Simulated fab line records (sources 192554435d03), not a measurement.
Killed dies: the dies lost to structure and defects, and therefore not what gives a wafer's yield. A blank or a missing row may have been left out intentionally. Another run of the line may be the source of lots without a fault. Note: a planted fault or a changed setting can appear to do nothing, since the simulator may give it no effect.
fab line records	flow n5Finfet
record: lots: 7	wafers: 21
route steps=1938 shown BEOL_M7@1263 BEOL_M8@1337 BEOL_M9@1407 BEOL_M11@1536
startH: hours from the record's opening day to when the first of the lot's shown wafers began	waitH: hours from the lot's prior step to this one	" as in the row above	L1.1+2: several wafers, shown together as one row	- either no value or no given start	* or withheld: withheld	< > ~ a bound
route shown NAME@n: NAME is a module with steps in the file, n the number in the route of the first one	usual: mean and standard deviation over wafers with no fault	same: alike in all rows	chamber/n: place in a boat	sites: each site's reading	_std_site: standard deviation across them	_edge_site: the outer-site mean with the inner-site mean subtracted	radiusMm: for every site, how far away it sits from the centre of the wafer	mask NAME#n: copy n	behind: the tool/chamber that last shaped the wafer	hold: the reason the lot was held/the length of the hold in hours/how it ended	device: the n, p or np transistor that did not switch	end of line: the same wafers' tests at the end of the route	step lacking rows: just its recipe	killed: not the wafer's yield, but the dies lost to structure and defects at the first sort	map: a wafer's dies, x killed, . not, _ none there
set.NAME: the setting as run; set.NAME@STEP: as run at that earlier step	model.NAME: the simulator's own value behind a step, which no gauge read
lots where settings were altered on purpose, with a table for each step and a row for each wafer
== steps ==
step: N5_BEOL_M7_ILD_DEP_00
recipe: material: SiCOH_lowk	targetThkA: 1797.5	tempC: 300	precursor: DEMS/porogen	pressureTorr: 5	rfW: 500	timeS: 33.4
lot.wafer	tool	chamber	startH	waitH	set.timeS	model.SiCOH_lowk_of_BEOL_M7_ILD_DEP_00.thkNm
L075.1	pecvd-04	2	187.35	0.0	30.54	166.4
L075.4	"	1	"	"	30.54	165.4
L075.5	"	0	"	"	30.54	164.2
L076.1	pecvd-01	1	198.42	0.0	33.4	181
L076.4	"	2	"	"	29.8	164
L076.5	"	1	"	"	29.8	163.8
L084.1	pecvd-01	1	256.60	0.0	33.4	182.2
L084.4	"	0	"	"	33.4	180.4
L084.5	"	1	"	"	38.32	210.2
L091.3	pecvd-04	0	284.48	0.0	33.4	179.8
L091.4	"	1	"	"	33.4	183
L091.5	"	0	"	"	33.4	183.4
L094.1	pecvd-04	2	317.80	0.0	33.4	177.8
L094.4	"	0	"	"	33.4	181.2
L094.6	"	1	"	"	34.85	188
L095.1	pecvd-04	1	318.35	0.0	33.4	180
L095.2	"	2	"	"	36.34	195.4
L095.5	"	2	"	"	33.4	183.2
L097.1	pecvd-04	2	319.66	0.0	33.4	175.6
L097.2	"	1	"	"	33.4	176.4
L097.3	"	2	"	"	30.06	160.6
step: N5_BEOL_M7_CURE_74
recipe: tempC: 385	timeS: 240	ambient: He/Ar	material: SiCOH_lowk
lot.wafer	tool	chamber	startH	waitH	set.timeS@BEOL_M7_ILD_DEP_00	model.SiCOH_lowk_of_BEOL_M7_ILD_DEP_00.thkNm
L075.1	uvCure-01	2	187.61	0.2	30.54	143.4
L075.4	"	2	"	"	30.54	142.4
L075.5	"	2	"	"	30.54	141.6
L076.1	uvCure-01	0	198.52	0.1	33.4	156
L076.4	"	0	"	"	29.8	141.4
L076.5	"	0	"	"	29.8	141
L084.1	uvCure-02	1	257.19	0.6	33.4	157
L084.4	"	1	"	"	33.4	155.6
L084.5	"	1	"	"	38.32	181.6
L091.3	uvCure-01	2	284.71	0.2	33.4	155
L091.4	"	2	"	"	33.4	158
L091.5	"	2	"	"	33.4	158.2
L094.1	uvCure-02	2	318.03	0.2	33.4	153.4
L094.4	"	2	"	"	33.4	156.2
L094.6	"	2	"	"	34.85	162.2
L095.1	uvCure-02	0	318.99	0.6	33.4	155.2
L095.2	"	0	"	"	36.34	168.6
L095.5	"	0	"	"	33.4	158
L097.1	uvCure-01	0	319.88	0.2	33.4	151.4
L097.2	"	0	"	"	33.4	152
L097.3	"	0	"	"	30.06	138.2
step: N5_BEOL_M7_THK_MEAS_01
recipe: reads: SiCOH_lowk_of_BEOL_M7_ILD_DEP_00
usual: M7_ILD_THK: 155.6/1.9
lot.wafer	tool	chamber	startH	waitH	set.timeS@BEOL_M7_ILD_DEP_00	M7_ILD_THK[nm]
L075.1	filmMetro-01	-	188.12	0.4	30.54	143.4
L075.4	"	-	"	"	30.54	142.4
L075.5	"	-	"	"	30.54	141.6
L076.1	filmMetro-01	-	199.03	0.4	33.4	156.1
L076.4	"	-	"	"	29.8	141.3
L076.5	"	-	"	"	29.8	141.1
L084.1	filmMetro-02	-	257.70	0.4	33.4	157.1
L084.4	"	-	"	"	33.4	155.7
L084.5	"	-	"	"	38.32	181.6
L091.3	filmMetro-01	-	285.06	0.3	33.4	155.0
L091.4	"	-	"	"	33.4	158.0
L091.5	"	-	"	"	33.4	158.0
L094.1	filmMetro-01	-	318.54	0.4	33.4	153.4
L094.4	"	-	"	"	33.4	156.3
L094.6	"	-	"	"	34.85	162.2
L095.1	filmMetro-01	-	319.50	0.4	33.4	155.3
L095.2	"	-	"	"	36.34	168.8
L095.5	"	-	"	"	33.4	157.9
L097.1	filmMetro-02	-	320.39	0.4	33.4	151.4
L097.2	"	-	"	"	33.4	152.0
L097.3	"	-	"	"	30.06	138.3
step: N5_BEOL_M7_DESCUM_33
recipe: chemistry: O2	timeS: 7	sourcePowerW: 50	biasPowerW: 20	pressureMtorr: 20	rfFrequencyHz: 2.712e+07	tempC: 40	resist: CAR-EUV	o2FlowSccm: 225
lot.wafer	tool	chamber	startH	waitH	set.timeS	model.CAR-EUV_of_BEOL_M7_COAT_22.thkNm
L075.1+5	rieDiel-01	0,2	193.87	0.0	7	26.2
L075.4	"	3	"	"	6.542	26.4
L076.1+4	rieDiel-01	1,0	202.03	0.0	6.145	26.6
L076.5	"	2	"	"	7	26
L084.1+4+5	rieDiel-01	1,3,1	260.40	0.6	7.701	25.6
L091.3	rieDiel-01	1	288.08	0.1	7	26
L091.4+5	"	0,1	"	"	7	26.2
L094.1	rieDiel-05	2	321.66	0.4	5.869	26.6
L094.4+6	"	0,2	"	"	7	26
L097.1+2+3	rieDiel-01	3,2,1	324.55	0.0	7	26
L095.1	rieDiel-05	1	324.81	0.1	7	26.2
L095.2+5	"	2,3	"	"	7.93	25.6
step: N5_BEOL_M7_ETCH_72
recipe: chemistry: N2/H2	target: underlayer	targetDepthA: 65	maskMaterial: CAR-EUV	timeS: 5.2	ionEnergyEv: 200	pressureMtorr: 30	sourceW: 840	biasW: 150	n2FlowSccm: 200	h2FlowSccm: 200	ends: cleared
lot.wafer	tool	chamber	startH	waitH	set.timeS@BEOL_M7_DESCUM_33	model.CAR-EUV_of_BEOL_M7_COAT_22.thkNm
L075.1	rieDiel-01	0	193.91	0.0	7	20.4
L075.4	"	3	"	"	6.542	20.8
L075.5	"	2	"	"	7	20.6
L076.1	rieDiel-01	1	202.06	0.0	6.145	21
L076.4	"	0	"	"	6.145	20.8
L076.5	"	2	"	"	7	20.4
L084.1+5	rieDiel-01	1	260.44	0.0	7.701	20
L084.4	"	3	"	"	7.701	19.8
L091.3+4+5	rieDiel-01	1,0,1	288.11	0.0	7	20.4
L094.1	rieDiel-05	2	321.69	0.0	5.869	20.8
L094.4	"	0	"	"	7	20.4
L094.6	"	2	"	"	7	20.2
L097.1	rieDiel-01	3	324.58	0.0	7	20.2
L097.2+3	"	2,1	"	"	7	20.4
L095.1	rieDiel-05	1	324.85	0.0	7	20.4
L095.2+5	"	2,3	"	"	7.93	19.8
step: N5_BEOL_M7_ETCH_65
recipe: chemistry: CF4	target: SiARC	targetDepthA: 156	maskMaterial: CAR-EUV	timeS: 26	ionEnergyEv: 80	pressureMtorr: 40	sourceW: 545	biasW: 36	Ar_flow_sccm: 100	cf4FlowSccm: 100	ends: cleared
lot.wafer	tool	chamber	startH	waitH	set.timeS@BEOL_M7_DESCUM_33	model.CAR-EUV_of_BEOL_M7_COAT_22.thkNm
L075.1	rieDiel-01	0	193.93	0.0	7	11.2
L075.4	"	3	"	"	6.542	11.6
L075.5	"	2	"	"	7	11.4
L076.1	rieDiel-01	1	202.08	0.0	6.145	11.8
L076.4	"	0	"	"	6.145	11.6
L076.5	"	2	"	"	7	11.2
L084.1+5	rieDiel-01	1	260.45	0.0	7.701	10.8
L084.4	"	3	"	"	7.701	10.6
L091.3+4+5	rieDiel-01	1,0,1	288.13	0.0	7	11.2
L094.1	rieDiel-05	2	321.71	0.0	5.869	11.6
L094.4+6	"	0,2	"	"	7	11.2
L097.1	rieDiel-01	3	324.60	0.0	7	11
L097.2+3	"	2,1	"	"	7	11.2
L095.1	rieDiel-05	1	324.86	0.0	7	11.2
L095.2+5	"	2,3	"	"	7.93	10.6
step: N5_BEOL_M8_COAT_59
recipe: resist: SOC	tempC: 250	timeS: 60	spinRpm: 1500	resistThkNm: 100
lot.wafer	tool	chamber	startH	waitH	set.spinRpm	model.SOC_of_BEOL_M8_COAT_59.thkNm
L075.1	lithoTrack-02	0	199.14	0.1	1431	102.8
L075.4	"	0	"	"	1500	100.2
L075.5	"	0	"	"	1431	103
L076.1	lithoTrack-04	0	208.05	0.1	1500	100.2
L076.4	"	0	"	"	1500	100
L076.5	"	0	"	"	1635	96
L084.1	lithoTrack-01	0	267.93	0.1	1573	98.2
L084.4	"	0	"	"	1500	100.6
L084.5	"	0	"	"	1500	100.2
L091.3+4	lithoTrack-02	0	292.55	0.1	1500	100
L091.5	"	0	"	"	1500	99.8
L094.1	lithoTrack-01	0	328.56	0.1	1592	97.2
L094.4	"	0	"	"	1500	100.2
L094.6	"	0	"	"	1592	97.6
L097.1	lithoTrack-04	0	329.08	0.1	1553	98.8
L097.2	"	0	"	"	1500	100.2
L097.3	"	0	"	"	1500	100.4
L095.1	lithoTrack-01	0	329.26	0.1	1500	100.2
L095.2+5	"	0	"	"	1500	99.8
step: N5_BEOL_M8_DESCUM_16
recipe: chemistry: O2	timeS: 7.9	sourcePowerW: 50	biasPowerW: 20	pressureMtorr: 20	rfFrequencyHz: 2.712e+07	tempC: 40	resist: CAR-ArF	o2FlowSccm: 225
lot.wafer	tool	chamber	startH	waitH	set.timeS	model.CAR-ArF_of_BEOL_M8_COAT_05.thkNm
L075.1	rieDiel-06	3	199.63	0.1	7.9	83.8
L075.4	"	0	"	"	7.9	83.4
L075.5	"	3	"	"	7.041	84.4
L076.1+4	rieDiel-06	0,3	208.56	0.1	7.9	83.4
L076.5	"	0	"	"	7.9	83.6
L084.1	rieDiel-04	1	268.56	0.2	7.9	83.4
L084.4	"	3	"	"	7.398	84
L084.5	"	0	"	"	7.398	83.4
L091.3+4	rieDiel-04	3	293.12	0.1	7.9	83.6
L091.5	"	2	"	"	7.9	83.4
L094.1+4	rieDiel-06	1,3	328.89	0.0	7.9	83.4
L094.6	"	1	"	"	6.584	84.2
L097.1+3	rieDiel-06	3,1	329.54	0.0	7.9	83.6
L097.2	"	0	"	"	7.9	83.8
L095.1	rieDiel-04	0	329.85	0.2	7.9	83.6
L095.2	"	3	"	"	7.9	83.4
L095.5	"	2	"	"	6.14	84.6
step: N5_BEOL_M8_ETCH_61
recipe: chemistry: CF4	target: SiARC	targetDepthA: 455	maskMaterial: CAR-ArF	timeS: 75.8	ionEnergyEv: 80	pressureMtorr: 40	sourceW: 545	biasW: 36	Ar_flow_sccm: 100	cf4FlowSccm: 100	ends: cleared
lot.wafer	tool	chamber	startH	waitH	set.timeS@BEOL_M8_DESCUM_16	model.CAR-ArF_of_BEOL_M8_COAT_05.thkNm
L075.1	rieDiel-06	3	199.66	0.0	7.9	51.2
L075.4	"	0	"	"	7.9	50.8
L075.5	"	3	"	"	7.041	51.6
L076.1	rieDiel-06	0	208.60	0.0	7.9	50.6
L076.4+5	"	3,0	"	"	7.9	50.8
L084.1	rieDiel-04	1	268.59	0.0	7.9	51
L084.4	"	3	"	"	7.398	51.4
L084.5	"	0	"	"	7.398	51
L091.3	rieDiel-04	3	293.15	0.0	7.9	51
L091.4+5	"	3,2	"	"	7.9	50.8
L094.1+4	rieDiel-06	1,3	328.93	0.0	7.9	50.8
L094.6	"	1	"	"	6.584	51.8
L097.1+2	rieDiel-06	3,0	329.57	0.0	7.9	51
L097.3	"	1	"	"	7.9	50.8
L095.1+2	rieDiel-04	0,3	329.89	0.0	7.9	51
L095.5	"	2	"	"	6.14	52
step: N5_BEOL_M8_ETCH_62
recipe: chemistry: N2/H2	target: SOC	targetDepthA: 1100	overetchA: 220	maskMaterial: SiARC	tempC: 40	timeS: 165	ionEnergyEv: 200	pressureMtorr: 30	sourceW: 840	biasW: 150	n2FlowSccm: 200	h2FlowSccm: 200
lot.wafer	tool	chamber	startH	waitH	set.spinRpm@BEOL_M8_COAT_59	model.etch.depthNm
L075.1	rieDiel-06	3	199.72	0.0	1431	102.8
L075.4	"	0	"	"	1500	100.2
L075.5	"	3	"	"	1431	103
L076.1	rieDiel-06	0	208.66	0.0	1500	100.2
L076.4	"	3	"	"	1500	99.99
L076.5	"	0	"	"	1635	96.06
L084.1	rieDiel-04	1	268.65	0.0	1573	98.17
L084.4	"	3	"	"	1500	100.7
L084.5	"	0	"	"	1500	100.2
L091.3	rieDiel-04	3	293.21	0.0	1500	100
L091.4	"	3	"	"	1500	99.97
L091.5	"	2	"	"	1500	99.86
L094.1	rieDiel-06	1	328.98	0.0	1592	97.15
L094.4	"	3	"	"	1500	100.2
L094.6	"	1	"	"	1592	97.5
L097.1	rieDiel-06	3	329.63	0.0	1553	98.75
L097.2	"	0	"	"	1500	100.2
L097.3	"	1	"	"	1500	100.3
L095.1	rieDiel-04	0	329.95	0.0	1500	100.1
L095.2	"	3	"	"	1500	99.72
L095.5	"	2	"	"	1500	99.81
step: N5_BEOL_M8_STRIP_68
recipe: chemistry: N2/H2	tempC: 40	n2FlowSccm: 200	h2FlowSccm: 200	rfFrequencyHz: 6e+07
step: N5_BEOL_M8_STRIP_67
recipe: chemistry: CF4	resist: SiARC	powerW: 300	biasPowerW: 75	pressureMtorr: 50	cf4FlowSccm: 150	rfFrequencyHz: 6e+07
step: N5_BEOL_M8_HM_OPEN_17
recipe: chemistry: Cl2/BCl3	targetDepthA: 200	overetchA: 60	target: TiN	maskMaterial: SOC	ionEnergyEv: 150	pressureMtorr: 10	icpW: 1000	biasW: 126	Cl2_flow_sccm: 53.25	bcl3FlowSccm: 21.75	Ar_flow_sccm: 25
lot.wafer	tool	chamber	startH	waitH	set.spinRpm@BEOL_M8_COAT_59	model.SOC_of_BEOL_M8_COAT_59.thkNm
L075.1	rieMetal-03	1	199.90	0.0	1431	94.6
L075.4	"	0	"	"	1500	92.2
L075.5	"	0	"	"	1431	95
L076.1	rieMetal-02	0	208.84	0.0	1500	92.4
L076.4	"	0	"	"	1500	92.2
L076.5	"	0	"	"	1635	88.2
L084.1	rieMetal-02	1	268.83	0.0	1573	90.2
L084.4	"	0	"	"	1500	92.6
L084.5	"	1	"	"	1500	92.4
L091.3	rieMetal-03	0	293.43	0.1	1500	92.2
L091.4	"	1	"	"	1500	92
L091.5	"	0	"	"	1500	91.8
L094.1	rieMetal-01	0	329.17	0.0	1592	89.2
L094.4	"	1	"	"	1500	92.4
L094.6	"	0	"	"	1592	89.6
L097.1	rieMetal-02	1	329.82	0.0	1553	90.8
L097.2	"	0	"	"	1500	92.2
L097.3	"	1	"	"	1500	92.4
L095.1	rieMetal-01	1	330.13	0.0	1500	92.2
L095.2	"	0	"	"	1500	91.8
L095.5	"	0	"	"	1500	92
step: N5_BEOL_M9_COAT_60
recipe: resist: SiARC	tempC: 220	timeS: 60	spinRpm: 1500	resistThkNm: 30
lot.wafer	tool	chamber	startH	waitH	set.spinRpm	model.SiARC_of_BEOL_M9_COAT_60.thkNm
L075.1+4	lithoTrack-05	0	-	-	1449	30.6
L075.5	"	0	"	"	1500	30
L076.1	lithoTrack-05	0	-	-	1500	30.2
L076.4	"	0	"	"	1417	30.8
L076.5	"	0	"	"	1500	30
L084.1+4+5	lithoTrack-03	0	-	-	1500	30.2
L091.3+4+5	lithoTrack-05	0	-	-	1500	30
L094.1+4+6	lithoTrack-03	0	-	-	1500	30
L097.1+2+3	lithoTrack-05	0	-	-	1500	30.2
L095.1+5	lithoTrack-01	0	-	-	1573	29.2
L095.2	"	0	"	"	1500	29.8
step: N5_BEOL_M9_COAT_05
recipe: resist: CAR-ArF	spinRpm: 1500	resistThkNm: 90
step: N5_BEOL_M9_EBR_07
recipe: solvent: PGMEA	ebrWidthMm: 1.5
step: N5_BEOL_M9_DESCUM_16
recipe: chemistry: O2	timeS: 7.9	sourcePowerW: 50	biasPowerW: 20	pressureMtorr: 20	rfFrequencyHz: 2.712e+07	tempC: 40	resist: CAR-ArF	o2FlowSccm: 225
step: N5_BEOL_M9_ETCH_61
recipe: chemistry: CF4	target: SiARC	targetDepthA: 390	maskMaterial: CAR-ArF	timeS: 65	ionEnergyEv: 80	pressureMtorr: 40	sourceW: 545	biasW: 36	Ar_flow_sccm: 100	cf4FlowSccm: 100	ends: cleared
lot.wafer	tool	chamber	startH	waitH	set.spinRpm@BEOL_M9_COAT_60	model.etch.depthNm
L075.1	rieDiel-01	2	209.14	0.0	1449	30.52
L075.4	"	0	"	"	1449	30.54
L075.5	"	3	"	"	1500	29.98
L076.1	rieDiel-01	1	215.54	0.0	1500	30.11
L076.4	"	2	"	"	1417	30.88
L076.5	"	2	"	"	1500	29.98
L084.1	rieDiel-01	2	276.04	0.0	1500	30.21
L084.4	"	3	"	"	1500	30.12
L084.5	"	3	"	"	1500	30.15
L091.3+4	rieDiel-01	1,0	300.32	0.0	1500	29.96
L091.5	"	1	"	"	1500	30
L094.1	rieDiel-03	2	337.14	0.0	1500	30.09
L094.4	"	1	"	"	1500	30.08
L094.6	"	0	"	"	1500	29.95
L097.1	rieDiel-03	0	339.42	0.0	1500	30.17
L097.2	"	1	"	"	1500	30.19
L097.3	"	3	"	"	1500	30.13
L095.1	rieDiel-03	3	339.77	0.0	1573	29.11
L095.2	"	2	"	"	1500	29.81
L095.5	"	1	"	"	1573	29.18
step: N5_BEOL_M9_ETCH_62
recipe: chemistry: N2/H2	target: SOC	targetDepthA: 1100	overetchA: 220	maskMaterial: SiARC	tempC: 40	timeS: 165	ionEnergyEv: 200	pressureMtorr: 30	sourceW: 840	biasW: 150	n2FlowSccm: 200	h2FlowSccm: 200
usual: rfVppV: 523.8/1.9
lot.wafer	tool	chamber	startH	waitH	set.sourceW	rfVppV
L075.1	rieDiel-01	2	209.19	0.0	840	521.8
L075.4	"	0	"	"	988.3	497.5
L075.5	"	3	"	"	840	525.8
L076.1	rieDiel-01	1	215.59	0.0	840	525.4
L076.4	"	2	"	"	762.1	538.9
L076.5	"	2	"	"	762.1	537.9
L084.1	rieDiel-01	2	276.09	0.0	840	520.4
L084.4	"	3	"	"	767.2	542.4
L084.5	"	3	"	"	840	525.1
L091.3	rieDiel-01	1	300.37	0.0	840	524.6
L091.4	"	0	"	"	840	522.7
L091.5	"	1	"	"	840	523.4
L094.1	rieDiel-03	2	337.19	0.0	840	524.6
L094.4	"	1	"	"	840	526.3
L094.6	"	0	"	"	840	520.7
L097.1	rieDiel-03	0	339.47	0.0	786.1	532.4
L097.2	"	1	"	"	786.1	538.6
L097.3	"	3	"	"	840	524.9
L095.1	rieDiel-03	3	339.82	0.0	713.2	554.5
L095.2	"	2	"	"	840	523.8
L095.5	"	1	"	"	840	525.9
step: N5_BEOL_M11_ILD_DEP_00
recipe: material: SiCOH_lowk	targetThkA: 3085.1	tempC: 300	precursor: DEMS/porogen	pressureTorr: 5	rfW: 500	timeS: 58
lot.wafer	tool	chamber	startH	waitH	set.tempC	model.SiCOH_lowk_of_BEOL_M11_ILD_DEP_00.thkNm
L075.1	pecvd-01	2	222.13	0.0	300	304.8
L075.4	"	0	"	"	300	305.6
L075.5	"	2	"	"	298	312
L076.1	pecvd-02	2	225.72	0.0	300	312.2
L076.4	"	0	"	"	300	313.4
L076.5	"	1	"	"	304.9	301.2
L084.1	pecvd-01	2	289.35	0.0	302.4	297.8
L084.4	"	0	"	"	302.4	307.8
L084.5	"	1	"	"	300	308.4
L091.3	pecvd-04	2	317.95	0.0	300	304.2
L091.4	"	0	"	"	300	315
L091.5	"	1	"	"	300	314.4
L094.1	pecvd-01	0	348.31	0.0	304.9	300.2
L094.4	"	1	"	"	304.9	306.8
L094.6	"	0	"	"	300	317
L097.1	pecvd-02	1	353.64	0.0	300	306.4
L097.2	"	2	"	"	300	311.6
L097.3	"	0	"	"	304.8	297
L095.1	pecvd-02	2	354.01	0.0	294.1	315.4
L095.2	"	0	"	"	300	303
L095.5	"	0	"	"	294.1	320
step: N5_BEOL_M11_CURE_71
recipe: tempC: 385	timeS: 240	ambient: He/Ar	material: SiCOH_lowk
lot.wafer	tool	chamber	startH	waitH	set.tempC@BEOL_M11_ILD_DEP_00	model.SiCOH_lowk_of_BEOL_M11_ILD_DEP_00.thkNm
L075.1	uvCure-03	0	222.21	0.0	300	264.8
L075.4	"	0	"	"	300	265.4
L075.5	"	0	"	"	298	271.2
L076.1	uvCure-03	0	225.79	0.0	300	271.2
L076.4	"	0	"	"	300	272.2
L076.5	"	0	"	"	304.9	261.4
L084.1	uvCure-02	2	289.43	0.0	302.4	258.6
L084.4	"	2	"	"	302.4	267.4
L084.5	"	2	"	"	300	267.8
L091.3	uvCure-01	2	318.56	0.6	300	264.2
L091.4	"	2	"	"	300	273.8
L091.5	"	2	"	"	300	273.2
L094.1	uvCure-01	1	348.39	0.0	304.9	260.8
L094.4	"	1	"	"	304.9	266.4
L094.6	"	1	"	"	300	275.4
L097.1	uvCure-02	2	353.72	0.1	300	266.2
L097.2	"	2	"	"	300	270.8
L097.3	"	2	"	"	304.8	257.8
L095.1	uvCure-01	2	354.09	0.0	294.1	274
L095.2	"	2	"	"	300	263.2
L095.5	"	2	"	"	294.1	278
step: N5_BEOL_M11_THK_MEAS_01
recipe: reads: SiCOH_lowk_of_BEOL_M11_ILD_DEP_00
usual: M11_ILD_THK: 268/3.1
lot.wafer	tool	chamber	startH	waitH	set.tempC@BEOL_M11_ILD_DEP_00	M11_ILD_THK[nm]
L075.1	filmMetro-02	-	222.72	0.4	300	265
L075.4	"	-	"	"	300	265
L075.5	"	-	"	"	298	271
L076.1	filmMetro-01	-	226.31	0.4	300	272
L076.4	"	-	"	"	300	272
L076.5	"	-	"	"	304.9	261
L084.1	filmMetro-02	-	289.94	0.4	302.4	258
L084.4	"	-	"	"	302.4	267
L084.5	"	-	"	"	300	268
L091.3	filmMetro-01	-	318.91	0.3	300	264
L091.4	"	-	"	"	300	274
L091.5	"	-	"	"	300	273
L094.1	filmMetro-01	-	348.90	0.4	304.9	261
L094.4	"	-	"	"	304.9	266
L094.6	"	-	"	"	300	275
L097.1	filmMetro-02	-	354.23	0.4	300	266
L097.2	"	-	"	"	300	271
L097.3	"	-	"	"	304.8	258
L095.1	filmMetro-02	-	355.08	0.8	294.1	274
L095.2	"	-	"	"	300	263
L095.5	"	-	"	"	294.1	278
== key ==
split: step: N5_BEOL_M7_ILD_DEP_00	setting: timeS	stated: 33.4	by: wafer
response: step: N5_BEOL_M7_ILD_DEP_00	reading: model.SiCOH_lowk_of_BEOL_M7_ILD_DEP_00.thkNm	change: +1.74	per: 1%	r: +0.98
response: step: N5_BEOL_M7_CURE_74	reading: model.SiCOH_lowk_of_BEOL_M7_ILD_DEP_00.thkNm	change: +1.52	per: 1%	r: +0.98
response: step: N5_BEOL_M7_THK_MEAS_01	reading: M7_ILD_THK	change: +1.52	per: 1%	r: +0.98
split: step: N5_BEOL_M7_DESCUM_33	setting: timeS	stated: 7	by: wafer
response: step: N5_BEOL_M7_DESCUM_33	reading: model.CAR-EUV_of_BEOL_M7_COAT_22.thkNm	change: -0.0418	per: 1%	r: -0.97
response: step: N5_BEOL_M7_ETCH_72	reading: model.CAR-EUV_of_BEOL_M7_COAT_22.thkNm	change: -0.0383	per: 1%	r: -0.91
response: step: N5_BEOL_M7_ETCH_65	reading: model.CAR-EUV_of_BEOL_M7_COAT_22.thkNm	change: -0.0357	per: 1%	r: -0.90
split: step: N5_BEOL_M8_COAT_59	setting: spinRpm	stated: 1500	by: wafer
response: step: N5_BEOL_M8_COAT_59	reading: model.SOC_of_BEOL_M8_COAT_59.thkNm	change: -0.469	per: 1%	r: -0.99
response: step: N5_BEOL_M8_ETCH_62	reading: model.etch.depthNm	change: -0.47	per: 1%	r: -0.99
response: step: N5_BEOL_M8_HM_OPEN_17	reading: model.SOC_of_BEOL_M8_COAT_59.thkNm	change: -0.476	per: 1%	r: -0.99
split: step: N5_BEOL_M8_DESCUM_16	setting: timeS	stated: 7.9	by: wafer
response: step: N5_BEOL_M8_DESCUM_16	reading: model.CAR-ArF_of_BEOL_M8_COAT_05.thkNm	change: -0.0519	per: 1%	r: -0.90
response: step: N5_BEOL_M8_ETCH_61	reading: model.CAR-ArF_of_BEOL_M8_COAT_05.thkNm	change: -0.0501	per: 1%	r: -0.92
split: step: N5_BEOL_M9_COAT_60	setting: spinRpm	stated: 1500	by: wafer
response: step: N5_BEOL_M9_COAT_60	reading: model.SiARC_of_BEOL_M9_COAT_60.thkNm	change: -0.134	per: 1%	r: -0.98
response: step: N5_BEOL_M9_ETCH_61	reading: model.etch.depthNm	change: -0.148	per: 1%	r: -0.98
split: step: N5_BEOL_M9_ETCH_62	setting: sourceW	stated: 840	by: wafer
response: step: N5_BEOL_M9_ETCH_62	reading: rfVppV	change: -1.71	per: 1%	r: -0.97
split: step: N5_BEOL_M11_ILD_DEP_00	setting: tempC	stated: 300	by: wafer
response: step: N5_BEOL_M11_ILD_DEP_00	reading: model.SiCOH_lowk_of_BEOL_M11_ILD_DEP_00.thkNm	change: -7.64	per: 1%	r: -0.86
response: step: N5_BEOL_M11_CURE_71	reading: model.SiCOH_lowk_of_BEOL_M11_ILD_DEP_00.thkNm	change: -6.72	per: 1%	r: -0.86
response: step: N5_BEOL_M11_THK_MEAS_01	reading: M11_ILD_THK	change: -6.75	per: 1%	r: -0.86
